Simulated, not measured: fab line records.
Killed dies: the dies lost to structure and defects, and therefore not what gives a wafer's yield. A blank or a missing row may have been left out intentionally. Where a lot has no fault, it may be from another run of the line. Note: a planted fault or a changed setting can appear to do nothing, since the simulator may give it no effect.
What tool caused it? :: flow n5_finfet :: 30 wafers from 10 lots sampled at 4 of the route's 1938 steps

== WHAT THE GAUGES READ, wafer by wafer ==
N5_BEOL_M4_RC_MEAS_101.
lot: L502
measured: day 8 07:37
on: prober-01
DIBL_N (mV/V): 36.4 34.2 34.7
DIBL_P (mV/V): 35.4 31.6 32.5
IOFF_N (nA/um): 0.16 0.11 0.13
IOFF_P (nA/um): 0.20 0.16 0.16
ION_N (uA/um): 664 655 662
ION_P (uA/um): 456 455 454
SS_N (mV/dec): 71.6 70.5 71.2
SS_P (mV/dec): 73.0 72.0 72.5
VT_N (mV): 250 256 253
VT_P (mV): -251 -256 -257

lot: L504
measured: day 8 09:44
on: prober-02
DIBL_N (mV/V): 38.8 37.2 36.9
DIBL_P (mV/V): 39.1 37.0 35.8
IOFF_N (nA/um): 0.20 0.16 0.14
IOFF_P (nA/um): 0.28 0.22 0.21
ION_N (uA/um): 671 664 667
ION_P (uA/um): 463 459 460
SS_N (mV/dec): 72.0 71.6 72.1
SS_P (mV/dec): 74.1 72.7 73.2
VT_N (mV): 246 249 250
VT_P (mV): -244 -247 -250

lot: L503
measured: day 8 12:48
on: prober-01
DIBL_N (mV/V): 34.3 35.8 36.6
DIBL_P (mV/V): 33.3 34.4 34.3
IOFF_N (nA/um): 0.12 0.15 0.15
IOFF_P (nA/um): 0.16 0.17 0.16
ION_N (uA/um): 668 677 646
ION_P (uA/um): 456 457 440
SS_N (mV/dec): 71.9 72.1 72.3
SS_P (mV/dec): 72.0 72.7 72.8
VT_N (mV): 251 247 252
VT_P (mV): -252 -253 -253

lot: L508
measured: day 9 17:07
on: prober-01
DIBL_N (mV/V): 35.7 35.9 37.4
DIBL_P (mV/V): 36.3 36.5 38.2
IOFF_N (nA/um): 0.16 0.15 0.19
IOFF_P (nA/um): 0.19 0.20 0.23
ION_N (uA/um): 681 674 689
ION_P (uA/um): 459 467 471
SS_N (mV/dec): 71.7 72.2 73.0
SS_P (mV/dec): 72.8 74.3 73.7
VT_N (mV): 247 252 248
VT_P (mV): -252 -252 -251

lot: L510
measured: day 10 15:08
on: prober-02
DIBL_N (mV/V): 36.1 35.6 36.9
DIBL_P (mV/V): 34.8 35.0 34.9
IOFF_N (nA/um): 0.18 0.16 0.18
IOFF_P (nA/um): 0.23 0.23 0.23
ION_N (uA/um): 668 691 671
ION_P (uA/um): 458 471 458
SS_N (mV/dec): 71.5 71.1 72.4
SS_P (mV/dec): 73.4 73.6 73.5
VT_N (mV): 247 248 250
VT_P (mV): -249 -247 -247

lot: L513
measured: day 10 21:58
on: prober-02
DIBL_N (mV/V): 34.8 37.0 32.8
DIBL_P (mV/V): 35.7 37.5 32.3
IOFF_N (nA/um): 0.13 0.16 0.10
IOFF_P (nA/um): 0.19 0.21 0.14
ION_N (uA/um): 672 676 658
ION_P (uA/um): 462 459 451
SS_N (mV/dec): 71.4 72.0 71.4
SS_P (mV/dec): 73.5 73.7 71.9
VT_N (mV): 251 249 255
VT_P (mV): -250 -248 -255

lot: L516
measured: day 12 17:39
on: prober-01
DIBL_N (mV/V): 35.4 35.4 34.2
DIBL_P (mV/V): 35.2 36.6 32.8
IOFF_N (nA/um): 0.14 0.16 0.12
IOFF_P (nA/um): 0.20 0.23 0.17
ION_N (uA/um): 676 674 670
ION_P (uA/um): 469 466 457
SS_N (mV/dec): 71.5 71.5 71.4
SS_P (mV/dec): 73.1 73.0 72.7
VT_N (mV): 252 249 251
VT_P (mV): -249 -247 -252

lot: L522
measured: day 13 10:17
on: prober-01
DIBL_N (mV/V): 37.4 35.4 34.9
DIBL_P (mV/V): 37.8 36.2 35.6
IOFF_N (nA/um): 0.17 0.14 0.13
IOFF_P (nA/um): 0.21 0.18 0.17
ION_N (uA/um): 682 659 657
ION_P (uA/um): 463 457 461
SS_N (mV/dec): 72.0 71.1 71.0
SS_P (mV/dec): 74.5 73.8 73.4
VT_N (mV): 251 254 253
VT_P (mV): -251 -253 -256

lot: L521
measured: day 13 11:05
on: prober-02
DIBL_N (mV/V): 34.7 37.6 34.3
DIBL_P (mV/V): 33.9 37.7 33.2
IOFF_N (nA/um): 0.13 0.17 0.12
IOFF_P (nA/um): 0.18 0.24 0.17
ION_N (uA/um): 664 684 653
ION_P (uA/um): 454 467 452
SS_N (mV/dec): 70.7 71.3 70.4
SS_P (mV/dec): 73.4 73.3 72.3
VT_N (mV): 252 249 250
VT_P (mV): -249 -249 -254

lot: L523
measured: day 13 17:25
on: prober-02
DIBL_N (mV/V): 34.7 35.7 37.3
DIBL_P (mV/V): 33.1 35.3 35.7
IOFF_N (nA/um): 0.14 0.15 0.17
IOFF_P (nA/um): 0.17 0.20 0.21
ION_N (uA/um): 671 684 665
ION_P (uA/um): 462 465 457
SS_N (mV/dec): 71.1 70.8 71.3
SS_P (mV/dec): 72.5 73.3 72.6
VT_N (mV): 248 247 248
VT_P (mV): -253 -252 -250

N5_BEOL_M14_THK_MEAS_01.
lot: L502
measured: day 11 17:23
on: film_metro-02
M14_ILD_THK (nm): 1118 1132 1122

lot: L504
measured: day 11 23:04
on: film_metro-01
M14_ILD_THK (nm): 1118 1132 1124

lot: L503
measured: day 12 00:16
on: film_metro-01
M14_ILD_THK (nm): 1121 1138 1120

lot: L508
measured: day 12 20:50
on: film_metro-02
M14_ILD_THK (nm): 1116 1134 1133

lot: L510
measured: day 13 13:33
on: film_metro-02
M14_ILD_THK (nm): 1100 1117 1131

lot: L513
measured: day 14 00:53
on: film_metro-02
M14_ILD_THK (nm): 1126 1098 1106

lot: L516
measured: day 15 19:22
on: film_metro-01
M14_ILD_THK (nm): 1116 1124 1131

lot: L522
measured: day 16 21:00
on: film_metro-02
M14_ILD_THK (nm): 1093 1091 1105

lot: L521
measured: day 16 20:04
on: film_metro-02
M14_ILD_THK (nm): 1108 1094 1118

lot: L523
measured: day 17 02:39
on: film_metro-01
M14_ILD_THK (nm): 1120 1142 1121

N5_BEOL_M14_CD_MEAS_28 targets a cd of 284.4 nm.
lot: L502
measured: day 11 18:47
on: cd_sem-01
cd_nm (nm): 284.7 282.2 286.2

lot: L504
measured: day 12 00:24
on: cd_sem-03
cd_nm (nm): 285.1 285.7 285.0

lot: L503
measured: day 12 01:31
on: cd_sem-02
cd_nm (nm): 284.8 285.7 286.0

lot: L508
measured: day 12 22:41
on: cd_sem-03
cd_nm (nm): 298.0 297.2 298.1

lot: L510
measured: day 13 14:50
on: cd_sem-03
cd_nm (nm): 285.9 285.9 286.7

lot: L513
measured: day 14 02:17
on: cd_sem-02
cd_nm (nm): 288.0 288.2 288.5

lot: L516
measured: day 15 20:40
on: cd_sem-01
cd_nm (nm): 285.7 281.5 285.1

lot: L522
measured: day 16 22:41
on: cd_sem-02
cd_nm (nm): 287.3 286.1 286.5

lot: L521
measured: day 16 21:20
on: cd_sem-02
cd_nm (nm): 287.1 287.3 285.7

lot: L523
measured: day 17 03:49
on: cd_sem-03
cd_nm (nm): 285.1 283.6 283.9

== WHICH TOOL RAN EACH LOT (tool, then ch and the chambers of the sampled wafers, then the start) ==
lot: L502
N5_BEOL_M14_EXPOSE_25: krf_scanner-01 ch 0, day 11 18:37

lot: L504
N5_BEOL_M14_EXPOSE_25: krf_scanner-02 ch 0, day 12 00:14

lot: L503
N5_BEOL_M14_EXPOSE_25: krf_scanner-02 ch 0, day 12 01:21

lot: L508
N5_BEOL_M14_EXPOSE_25: krf_scanner-02 ch 0, day 12 22:31

lot: L510
N5_BEOL_M14_EXPOSE_25: krf_scanner-01 ch 0, day 13 14:40

lot: L513
N5_BEOL_M14_EXPOSE_25: krf_scanner-01 ch 0, day 14 02:07

lot: L516
N5_BEOL_M14_EXPOSE_25: krf_scanner-01 ch 0, day 15 20:29

lot: L522
N5_BEOL_M14_EXPOSE_25: krf_scanner-01 ch 0, day 16 22:31

lot: L521
N5_BEOL_M14_EXPOSE_25: krf_scanner-01 ch 0, day 16 21:10

lot: L523
N5_BEOL_M14_EXPOSE_25: krf_scanner-01 ch 0, day 17 03:39
- N5_BEOL_M14_EXPOSE_25: exposes mask M14, target cd 280 nm.

== AS READ BY THE TOOLS THEMSELVES (means over the sampled wafers that have a number; for cases with no such wafer, the mark the record gives instead) ==
N5_BEOL_M14_EXPOSE_25.
lot: L502
tool: krf_scanner-01
exposure_dose_mJ_cm2: 26.561
focus_offset_nm (nm): -0.2

lot: L504
tool: krf_scanner-02
exposure_dose_mJ_cm2: 26.543
focus_offset_nm (nm): 0.0

lot: L503
tool: krf_scanner-02
exposure_dose_mJ_cm2: 26.568
focus_offset_nm (nm): 0.0

lot: L508
tool: krf_scanner-02
exposure_dose_mJ_cm2: 28.604
focus_offset_nm (nm): 0.4

lot: L510
tool: krf_scanner-01
exposure_dose_mJ_cm2: 26.524
focus_offset_nm (nm): -0.3

lot: L513
tool: krf_scanner-01
exposure_dose_mJ_cm2: 26.589
focus_offset_nm (nm): -0.7

lot: L516
tool: krf_scanner-01
exposure_dose_mJ_cm2: 26.534
focus_offset_nm (nm): -0.3

lot: L522
tool: krf_scanner-01
exposure_dose_mJ_cm2: 26.595
focus_offset_nm (nm): 0.5

lot: L521
tool: krf_scanner-01
exposure_dose_mJ_cm2: 26.558
focus_offset_nm (nm): 0.1

lot: L523
tool: krf_scanner-01
exposure_dose_mJ_cm2: 26.572
focus_offset_nm (nm): 0.3

== THE ANSWER, worked out from the rows above alone ==
Rule: usual is defined by the lots themselves. The widest of any qualifying gaps counts: lots, ordered by their means at a reading, are off when they make up no more than a third of the lots, leave a main group of 4 or more, and stand apart from it by 3 or more times the standard deviation of that group's means. A main group is skipped when, at the precision printed for the reading in the tables above, its means are all equal. Also off: a lot with no number at a reading for which 4 or more lots have one. The other lots that the step has rows for count as sound. First the gauges in route order, then the tools' own readings, where a lot's mean is used as printed above. The first step at which some lot is off is used, and at that step the reading that is off furthest; a lot without a number counts as furthest.
Off, at N5_BEOL_M14_CD_MEAS_28 on cd_nm: L508. For the main group the mean is 285.7 nm and the standard deviation 1.3.
A tool fits if, at a process step before that reading, it ran every lot that is off, and no sound lot after the first of them. Not tried: the gauges at N5_BEOL_M14_CD_MEAS_28; whatever is off there is also off at N5_BEOL_M14_EXPOSE_25, on other tools, and gauge error can't account for it. One fits: krf_scanner-02 at N5_BEOL_M14_EXPOSE_25. A fault onset in the window from L503 (day 12 01:21, its last sound lot) to L508 (day 12 22:31, its first lot off) fits.
On the lots that are off, the tool's own readings at N5_BEOL_M14_EXPOSE_25 differ by more than 5 times the standard deviation of the sound lots' means, which bears it out; exposure_dose_mJ_cm2 reads 28.604 there versus 26.560 on the sound lots.

== WHAT HAD BEEN PUT IN BY THE SIMULATOR ==
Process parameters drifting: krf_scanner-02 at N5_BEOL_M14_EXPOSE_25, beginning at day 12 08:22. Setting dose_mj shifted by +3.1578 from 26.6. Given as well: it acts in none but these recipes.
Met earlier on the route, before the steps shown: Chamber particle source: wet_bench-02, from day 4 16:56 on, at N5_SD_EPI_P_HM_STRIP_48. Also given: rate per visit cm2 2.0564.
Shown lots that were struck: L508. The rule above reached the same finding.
